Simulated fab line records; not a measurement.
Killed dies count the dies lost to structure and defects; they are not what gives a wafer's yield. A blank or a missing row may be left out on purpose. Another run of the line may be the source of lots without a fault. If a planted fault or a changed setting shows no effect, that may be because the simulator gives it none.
The tool behind it: which one?	flow nand-harc	Sampling: 23 lots, 69 wafers, 6 of 1159 route steps

WHAT THE GAUGES SHOWED, per wafer
The record lacks any reading of a measuring or inspecting step that a usual standard deviation could be used to judge.

EACH LOT AND THE TOOL THAT RAN IT (in order: tool; ch and the chambers of the sampled wafers; start)
lot	NHARC_A_STAIRCASE_TRIM_16	NHARC_A_STAIRCASE_TRIM_20	NHARC_A_STAIRCASE_ETCH_21	NHARC_A_STAIRCASE_ETCH_27	NHARC_A_STAIRCASE_ETCH_188	NHARC_A_STAIRCASE_TRIM_193
L075	rie-diel-07 ch 2,3, day 10 23:41 or earlier	rie-diel-07 ch 0,2,3, day 10 23:41	rie-diel-07 ch 0,1,3, no start	rie-diel-07 ch 0,2, no start	rie-diel-02 ch 0,2, no start	rie-diel-02 ch 0,2,3, no start
L074	rie-diel-02 ch 1,2,3, day 11 07:25 or earlier	rie-diel-07 ch 0,2,3, day 11 07:25	rie-diel-07 ch 0,1,3, no start	rie-diel-07 ch 0,1,2, no start	rie-diel-07 ch 2,3, no start	rie-diel-07 ch 1,3, no start
L078	rie-diel-07 ch 0,2,3, day 11 11:42 or earlier	rie-diel-07 ch 0,1,2, day 11 11:42	rie-diel-07 ch 0,2,3, no start	rie-diel-07 ch 1,2,3, no start	rie-diel-07 ch 0,1,3, no start	rie-diel-07 ch 0,2,3, no start
L076	rie-diel-02 ch 1,2,3, day 11 12:07 or earlier	rie-diel-07 ch 2,3, day 11 12:07	rie-diel-07 ch 0,2,3, no start	rie-diel-07 ch 2,3, no start	rie-diel-06 ch 0,1,3, no start	rie-diel-06 ch 1,2,3, no start
L077	rie-diel-06 ch 0,1,2, day 11 15:01 or earlier	rie-diel-06 ch 2,3, day 11 15:01	rie-diel-06 ch 0,3, no start	rie-diel-06 ch 0,1,3, no start	rie-diel-06 ch 0,2, no start	rie-diel-06 ch 0,2, no start
L079	rie-diel-06 ch 1,2, day 11 22:08 or earlier	rie-diel-06 ch 2,3, day 11 22:08	rie-diel-06 ch 0,2,3, no start	rie-diel-06 ch 0,3, no start	rie-diel-02 ch 0,1, no start	rie-diel-02 ch 1,2, no start
L080	rie-diel-07 ch 1,2, day 12 10:26 or earlier	rie-diel-07 ch 2,3, day 12 10:26	rie-diel-07 ch 1,2, no start	rie-diel-07 ch 1,3, no start	rie-diel-07 ch 1,3, no start	rie-diel-07 ch 1,3, no start
L081	rie-diel-07 ch 1,2, day 12 10:47 or earlier	rie-diel-02 ch 0,1,3, day 12 10:47	rie-diel-02 ch 2,3, no start	rie-diel-02 ch 1,2, no start	rie-diel-06 ch 0,2,3, no start	rie-diel-06 ch 0,1,2, no start
L083	rie-diel-02 ch 1,2, day 13 00:11 or earlier	rie-diel-06 ch 1,2, day 13 00:11	rie-diel-06 ch 1,2,3, no start	rie-diel-06 ch 1,3, no start	rie-diel-06 ch 1,3, no start	rie-diel-06 ch 1,2,3, no start
L084	rie-diel-07 ch 0,1,3, day 13 06:25 or earlier	rie-diel-06 ch 1,3, day 13 06:25	rie-diel-06 ch 0,2,3, no start	rie-diel-06 ch 0,2,3, no start	rie-diel-07 ch 1,2, no start	rie-diel-07 ch 1,2, no start
L087	rie-diel-06 ch 1,2,3, day 14 02:20 or earlier	rie-diel-06 ch 0,1,2, day 14 02:20	rie-diel-06 ch 0,1,3, no start	rie-diel-06 ch 0,1,2, no start	rie-diel-07 ch 1,2,3, no start	rie-diel-07 ch 0,1,2, no start
L086	rie-diel-06 ch 0,1,3, day 14 02:43 or earlier	rie-diel-02 ch 0,1,2, day 14 02:43	rie-diel-02 ch 0,1,2, no start	rie-diel-02 ch 0,1,3, no start	rie-diel-06 ch 0,1,3, no start	rie-diel-06 ch 0,1,3, no start
L085	rie-diel-06 ch 2,3, day 14 04:08 or earlier	rie-diel-06 ch 1,2,3, day 14 04:08	rie-diel-06 ch 0,2,3, no start	rie-diel-06 ch 0,1,3, no start	rie-diel-06 ch 0,1,3, no start	rie-diel-06 ch 2,3, no start
L088	rie-diel-02 ch 0,2,3, day 14 13:37 or earlier	rie-diel-02 ch 0,2,3, day 14 13:37	rie-diel-02 ch 0,2,3, no start	rie-diel-02 ch 1,2,3, no start	rie-diel-06 ch 0,2,3, no start	rie-diel-06 ch 1,2,3, no start
L089	rie-diel-07 ch 0,3, day 14 18:10 or earlier	rie-diel-07 ch 0,3, day 14 18:10	rie-diel-07 ch 2,3, no start	rie-diel-07 ch 0,2,3, no start	rie-diel-06 ch 0,3, no start	rie-diel-06 ch 0,1,3, no start
L090	rie-diel-07 ch 2,3, day 14 18:38 or earlier	rie-diel-07 ch 0,3, day 14 18:38	rie-diel-07 ch 0,2,3, no start	rie-diel-07 ch 0,2,3, no start	rie-diel-07 ch 0,3, no start	rie-diel-07 ch 0,2,3, no start
L091	rie-diel-06 ch 1,2,3, day 14 19:00 or earlier	rie-diel-06 ch 1,2,3, day 14 19:00	rie-diel-06 ch 0,1,3, no start	rie-diel-06 ch 1,2,3, no start	rie-diel-06 ch 1,2,3, no start	rie-diel-06 ch 0,2,3, no start
L092	rie-diel-02 ch 0,2,3, day 15 10:37 or earlier	rie-diel-06 ch 0,1,3, day 15 10:37	rie-diel-06 ch 0,1, no start	rie-diel-06 ch 2,3, no start	rie-diel-02 ch 1,2, no start	rie-diel-02 ch 1,3, no start
L095	rie-diel-02 ch 0,1,2, day 16 00:20 or earlier	rie-diel-06 ch 0,2,3, day 16 00:20	rie-diel-06 ch 0,1,2, no start	rie-diel-06 ch 0,2,3, no start	rie-diel-02 ch 0,2,3, no start	rie-diel-02 ch 0,1,2, no start
L096	rie-diel-02 ch 0,1,3, day 16 01:36 or earlier	rie-diel-06 ch 1,2,3, day 16 01:36	rie-diel-06 ch 0,1,3, no start	rie-diel-06 ch 0,2,3, no start	rie-diel-06 ch 0,1,2, no start	rie-diel-06 ch 0,2,3, no start
L093	rie-diel-02 ch 1,2, day 16 01:49 or earlier	rie-diel-07 ch 0,2, day 16 01:49	rie-diel-07 ch 0,1,3, no start	rie-diel-07 ch 0,2,3, no start	rie-diel-07 ch 1,2, no start	rie-diel-07 ch 0,1,3, no start
L094	rie-diel-07 ch 2,3, day 16 04:47 or earlier	rie-diel-06 ch 1,2, day 16 04:47	rie-diel-06 ch 0,1,3, no start	rie-diel-06 ch 2,3, no start	rie-diel-07 ch 0,2,3, no start	rie-diel-07 ch 1,2,3, no start
L097	rie-diel-06 ch 0,1, day 16 14:34 or earlier	rie-diel-06 ch 0,1, day 16 14:34	rie-diel-06 ch 2,3, no start	rie-diel-06 ch 1,3, no start	rie-diel-07 ch 1,2,3, no start	rie-diel-07 ch 0,3, no start
- NHARC_A_STAIRCASE_TRIM_16: chemistry O2, time 211.2 s.
- NHARC_A_STAIRCASE_TRIM_20: chemistry O2, time 211.2 s.
- NHARC_A_STAIRCASE_ETCH_21: etches the open film in C4F8/O2, target depth 100 nm, time 40.5 s.
- NHARC_A_STAIRCASE_ETCH_27: etches the open film in C4F8/O2, target depth 100 nm, time 40.5 s.
- NHARC_A_STAIRCASE_ETCH_188: etches the open film in C4F8/O2, target depth 100 nm, time 40.5 s.
- NHARC_A_STAIRCASE_TRIM_193: chemistry O2, time 211.2 s.

WHAT THE TOOLS THEMSELVES READ (means of the sampled wafers that have a number; where no wafer has one, the mark that the record gives instead)
NHARC_A_STAIRCASE_TRIM_16. Usual: drypump-motor-current-A 5.5 A, standard deviation 0.36; o2-flow-sccm 500.2 sccm, standard deviation 1.5; oes-product-au 1.000 a.u., standard deviation 0.0073; rf-vpp-V 58.0 V, standard deviation 0.86; showerhead-plenum-p-Torr 3.60 Torr, standard deviation 0.14; throttle-valve-pct 17.036 %, standard deviation 0.0087.
lot	tool	drypump-motor-current-A (A)	o2-flow-sccm (sccm)	oes-product-au (a.u.)	rf-vpp-V (V)	showerhead-plenum-p-Torr (Torr)	throttle-valve-pct (%)	flag
L075	rie-diel-07	5.5	499.8	0.997	58.0	3.58	17.031	
L074	rie-diel-02	5.6	500.3	0.999	57.4	3.60	17.040	
L078	rie-diel-07	5.6	502.3	0.989	58.0	3.61	17.035	
L076	rie-diel-02	5.6	500.2	0.999	57.6	3.60	17.040	
L077	rie-diel-06	5.2	498.4	1.004	57.6	3.68	17.035	
L079	rie-diel-06	5.3	500.4	1.007	58.3	3.70	17.039	
L080	rie-diel-07	5.6	501.1	1.004	58.4	3.61	17.042	
L081	rie-diel-07	5.6	500.3	1.008	57.4	3.61	17.030	
L083	rie-diel-02	5.4	501.3	0.995	57.6	3.49	17.036	
L084	rie-diel-07	5.6	500.6	1.005	57.6	3.58	17.045	
L087	rie-diel-06	5.1	500.1	1.004	59.0	3.69	17.031	
L086	rie-diel-06	5.0	500.3	1.006	58.2	3.67	17.033	
L085	rie-diel-06	4.9	499.5	0.995	58.3	3.76	17.040	
L088	rie-diel-02	5.8	498.6	0.988	57.2	3.60	17.041	
L089	rie-diel-07	5.6	501.3	1.000	58.1	3.61	17.036	
L090	rie-diel-07	5.6	500.0	1.002	58.9	3.56	17.039	
L091	rie-diel-06	5.1	500.5	1.007	58.3	3.69	17.038	
L092	rie-diel-02	5.7	500.1	1.009	58.1	3.60	17.032	
L095	rie-diel-02	5.5	498.7	0.995	57.2	3.50	17.030	
L096	rie-diel-02	5.8	499.6	0.994	57.9	3.45	17.035	
L093	rie-diel-02	5.3	499.3	1.002	57.7	3.63	17.034	
L094	rie-diel-07	5.5	501.0	0.997	58.3	3.55	17.039	
L097	rie-diel-06	5.1	502.1	1.004	58.0	3.64	17.045	

NHARC_A_STAIRCASE_TRIM_20. Usual: drypump-motor-current-A 5.4 A, standard deviation 0.35; o2-flow-sccm 500.0 sccm, standard deviation 1.6; oes-product-au 1.001 a.u., standard deviation 0.0075; rf-vpp-V 58.0 V, standard deviation 0.77; showerhead-plenum-p-Torr 3.64 Torr, standard deviation 0.11; throttle-valve-pct 17.036 %, standard deviation 0.0091.
lot	tool	drypump-motor-current-A (A)	o2-flow-sccm (sccm)	oes-product-au (a.u.)	rf-vpp-V (V)	showerhead-plenum-p-Torr (Torr)	throttle-valve-pct (%)	flag
L075	rie-diel-07	5.6	499.3	0.995	57.6	3.62	17.038	
L074	rie-diel-07	5.6	499.4	0.995	57.4	3.61	17.039	
L078	rie-diel-07	5.7	500.1	0.993	57.8	3.62	17.035	
L076	rie-diel-07	5.5	499.6	0.998	57.6	3.58	17.038	
L077	rie-diel-06	5.1	499.7	0.994	58.2	3.77	17.031	
L079	rie-diel-06	4.9	500.5	0.999	58.4	3.77	17.031	
L080	rie-diel-07	5.6	499.6	1.013	58.0	3.60	17.044	
L081	rie-diel-02	5.8	500.1	0.999	57.9	3.47	17.038	
L083	rie-diel-06	5.3	500.2	0.995	57.9	3.63	17.036	
L084	rie-diel-06	4.9	500.3	0.996	57.7	3.69	17.035	
L087	rie-diel-06	5.2	500.2	1.009	58.0	3.67	17.038	
L086	rie-diel-02	5.5	499.6	1.002	56.9	3.51	17.037	
L085	rie-diel-06	5.1	501.3	1.002	57.7	3.69	17.039	
L088	rie-diel-02	5.7	499.4	1.000	58.1	3.60	17.039	
L089	rie-diel-07	5.6	501.5	1.003	58.5	3.57	17.034	
L090	rie-diel-07	5.6	500.6	1.000	57.9	3.61	17.043	
L091	rie-diel-06	5.1	499.9	1.010	58.0	3.69	17.036	
L092	rie-diel-06	5.0	500.1	0.996	58.0	3.66	17.030	
L095	rie-diel-06	5.0	499.4	0.999	57.9	3.73	17.038	
L096	rie-diel-06	5.1	499.4	1.005	58.6	3.68	17.037	
L093	rie-diel-07	5.6	499.0	1.000	58.4	3.62	17.035	
L094	rie-diel-06	5.3	497.7	1.007	58.6	3.68	17.033	
L097	rie-diel-06	5.1	500.3	1.006	58.7	3.64	17.046	

NHARC_A_STAIRCASE_ETCH_21. Usual: oes-product-au 0.950 a.u., standard deviation 0.016; rf-vpp-V 900 V, standard deviation 4.3.
lot	tool	oes-product-au (a.u.)	rf-vpp-V (V)	flag
L075	rie-diel-07	0.941	898	
L074	rie-diel-07	0.945	899	
L078	rie-diel-07	0.948	899	
L076	rie-diel-07	0.948	899	
L077	rie-diel-06	0.950	903	
L079	rie-diel-06	0.937	904	
L080	rie-diel-07	0.941	899	
L081	rie-diel-02	0.957	903	
L083	rie-diel-06	0.967	902	
L084	rie-diel-06	0.973	904	
L087	rie-diel-06	0.943	901	
L086	rie-diel-02	0.944	895	
L085	rie-diel-06	0.932	903	
L088	rie-diel-02	0.942	899	
L089	rie-diel-07	0.931	898	
L090	rie-diel-07	0.937	897	
L091	rie-diel-06	0.942	901	
L092	rie-diel-06	0.981	900	
L095	rie-diel-06	0.973	900	
L096	rie-diel-06	0.967	900	
L093	rie-diel-07	0.974	897	
L094	rie-diel-06	0.951	901	
L097	rie-diel-06	0.942	905	

NHARC_A_STAIRCASE_ETCH_27. Usual: oes-product-au 0.942 a.u., standard deviation 0.01; rf-vpp-V 900 V, standard deviation 4.1.
lot	tool	oes-product-au (a.u.)	rf-vpp-V (V)	flag
L075	rie-diel-07	0.934	901	
L074	rie-diel-07	0.930	900	
L078	rie-diel-07	0.930	897	
L076	rie-diel-07	0.930	899	
L077	rie-diel-06	0.936	902	
L079	rie-diel-06	0.940	903	
L080	rie-diel-07	0.933	896	
L081	rie-diel-02	0.950	900	
L083	rie-diel-06	0.931	903	
L084	rie-diel-06	0.943	905	
L087	rie-diel-06	0.946	901	
L086	rie-diel-02	0.929	893	
L085	rie-diel-06	0.947	900	
L088	rie-diel-02	0.935	898	
L089	rie-diel-07	0.928	898	
L090	rie-diel-07	0.932	898	
L091	rie-diel-06	0.947	902	
L092	rie-diel-06	0.946	903	
L095	rie-diel-06	0.954	903	
L096	rie-diel-06	0.947	904	
L093	rie-diel-07	0.953	898	
L094	rie-diel-06	0.949	904	
L097	rie-diel-06	0.950	902	

NHARC_A_STAIRCASE_ETCH_188. Usual: oes-product-au 0.940 a.u., standard deviation 0.012; rf-vpp-V 899 V, standard deviation 4.4.
lot	tool	oes-product-au (a.u.)	rf-vpp-V (V)	flag
L075	rie-diel-02	0.944	897	
L074	rie-diel-07	0.950	898	
L078	rie-diel-07	0.944	898	
L076	rie-diel-06	0.933	902	
L077	rie-diel-06	0.957	903	
L079	rie-diel-02	0.939	891	
L080	rie-diel-07	0.938	897	
L081	rie-diel-06	0.936	904	
L083	rie-diel-06	0.936	899	
L084	rie-diel-07	0.933	898	
L087	rie-diel-07	0.955	897	
L086	rie-diel-06	0.953	901	
L085	rie-diel-06	0.939	901	
L088	rie-diel-06	0.923	905	
L089	rie-diel-06	0.942	903	
L090	rie-diel-07	0.926	899	
L091	rie-diel-06	0.932	901	
L092	rie-diel-02	0.958	894	
L095	rie-diel-02	0.926	899	
L096	rie-diel-06	0.945	901	
L093	rie-diel-07	0.931	899	
L094	rie-diel-07	0.951	899	
L097	rie-diel-07	0.929	897	

NHARC_A_STAIRCASE_TRIM_193. Usual: drypump-motor-current-A 5.4 A, standard deviation 0.33; o2-flow-sccm 500.0 sccm, standard deviation 1.3; oes-product-au 1.001 a.u., standard deviation 0.0073; rf-vpp-V 58.0 V, standard deviation 0.81; showerhead-plenum-p-Torr 3.63 Torr, standard deviation 0.11; throttle-valve-pct 17.037 %, standard deviation 0.0079.
lot	tool	drypump-motor-current-A (A)	o2-flow-sccm (sccm)	oes-product-au (a.u.)	rf-vpp-V (V)	showerhead-plenum-p-Torr (Torr)	throttle-valve-pct (%)	flag
L075	rie-diel-02	5.7	500.2	1.003	58.3	3.62	17.034	
L074	rie-diel-07	5.5	501.6	0.994	57.6	3.55	17.034	
L078	rie-diel-07	5.6	500.2	1.004	57.8	3.61	17.028	
L076	rie-diel-06	5.1	499.7	1.007	58.9	3.70	17.042	
L077	rie-diel-06	5.1	501.8	1.015	58.4	3.73	17.036	
L079	rie-diel-02	5.4	500.2	0.998	57.6	3.50	17.039	
L080	rie-diel-07	5.6	500.3	1.002	57.6	3.55	17.028	
L081	rie-diel-06	5.2	499.1	0.999	58.2	3.68	17.038	
L083	rie-diel-06	5.1	500.5	1.006	58.2	3.69	17.040	
L084	rie-diel-07	5.6	500.0	1.002	57.2	3.60	17.039	
L087	rie-diel-07	5.6	499.0	0.997	58.3	3.61	17.033	
L086	rie-diel-06	5.0	500.8	1.002	59.1	3.67	17.035	
L085	rie-diel-06	4.9	499.7	0.999	57.9	3.76	17.033	
L088	rie-diel-06	5.1	499.2	1.000	58.6	3.69	17.047	
L089	rie-diel-06	5.0	499.8	0.996	58.3	3.67	17.044	
L090	rie-diel-07	5.6	500.9	1.006	57.3	3.59	17.037	
L091	rie-diel-06	5.0	500.3	0.995	58.5	3.73	17.037	
L092	rie-diel-02	5.7	499.9	0.993	58.0	3.43	17.038	
L095	rie-diel-02	5.5	499.3	1.012	57.2	3.50	17.034	
L096	rie-diel-06	5.0	499.7	1.006	57.7	3.73	17.038	
L093	rie-diel-07	5.6	499.1	1.000	57.3	3.57	17.040	
L094	rie-diel-07	5.6	500.1	0.997	58.2	3.56	17.043	
L097	rie-diel-07	5.6	500.5	1.001	57.1	3.56	17.027	

THE ANSWER, worked out from the rows above alone
Rule: take the mean of a lot's wafers that have a number; if it is more than 3 standard deviations from the usual mean, the lot is off. Also off: a lot with no number at a reading for which 4 or more lots have one. All remaining lots with rows at the step are treated as sound. After the gauges, taken in route order, come the tools' own readings; for these a lot's mean is taken, as printed above. The first step at which some lot is off is used, and at that step the reading that is off furthest; a lot without a number counts as furthest.
None of the lots is off at any reading shown; this tells nothing.

WHAT THE SIMULATOR HAD INSERTED
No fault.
